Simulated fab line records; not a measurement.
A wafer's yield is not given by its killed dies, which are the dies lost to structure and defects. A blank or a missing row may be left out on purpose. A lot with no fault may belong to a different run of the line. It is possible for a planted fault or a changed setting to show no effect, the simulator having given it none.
Chamber matching    flow n5 finfet    rie diel-06 running N5_BEOL_M4_ETCH_69: 4 sister chambers
The step etches SiARC in CF4, target depth 15.6 nm, time 26 s. 16 wafers are shown with their chamber, then 8 later ones without.

== EACH WAFER AND ITS CHAMBER ==
wafer   chamber  drypump motor current A (A)  showerhead plenum p Torr (Torr)  etch rf on time s (s)
L074.1  1        5.8                          2.08                             27.1
L074.4  0        6.4                          2.16                             26.5
L074.6  2        4.9                          2.12                             25.9
L076.1  3        6.4                          2.24                             26.2
L076.3  1        5.8                          2.08                             27.2
L076.6  2        4.9                          2.12                             26.1
L083.1  3        6.4                          2.24                             26.4
L083.5  1        5.8                          2.07                             27.2
L083.6  0        6.4                          2.16                             26.4
L084.3  1        5.8                          2.07                             27.1
L084.4  0        6.4                          2.16                             26.2
L084.6  2        5.0                          2.12                             26.2
L088.1  3        6.4                          2.23                             26.1
L088.4  0        6.4                          2.15                             26.4
L088.5  3        6.4                          2.23                             26.4
L091.2  2        4.9                          2.11                             25.9

SIGNATURES, as means of the wafers listed above
reading                   chamber 0  chamber 1  chamber 2  chamber 3  scatter within a chamber
drypump motor current A   6.400      5.800      4.925      6.400      0.025
showerhead plenum p Torr  2.1575     2.0750     2.1175     2.2350     0.0054
etch rf on time s         26.375     27.150     26.025     26.275     0.127
Rule: for each reading, subtract the chamber's mean from the wafer's reading, divide by that reading's scatter and square the result; add these up over the readings and take the root, which gives the wafer's distance from the chamber. The wafer belongs to the nearest chamber; if the next one is less than 2 further off, it can't be placed. The scatter: take each reading less its chamber's mean, square it, sum over the shown wafers, divide by the number of wafers less the number of chambers, and take the root.

== WAFERS MISSING THEIR CHAMBER ==
wafer   drypump motor current A (A)  showerhead plenum p Torr (Torr)  etch rf on time s (s)
L091.3  6.4                          2.23                             26.1
L091.5  6.4                          2.23                             26.0
L093.3  6.4                          2.15                             26.3
L093.5  6.4                          2.23                             26.1
L093.6  6.4                          2.15                             26.4
L095.2  6.4                          2.14                             26.5
L095.5  4.9                          2.11                             25.5
L095.6  6.4                          2.23                             26.5

== THE CHAMBER EACH PASSED THROUGH ==
wafer   from the rows above  in truth
L091.3  3                    3
L091.5  3                    3
L093.3  0                    0
L093.5  3                    3
L093.6  0                    0
L095.2  0                    0
L095.5  2                    2
L095.6  3                    3
Correctly placed: 8 of 8. Not placeable from these rows: 0. Number placed wrongly: 0.
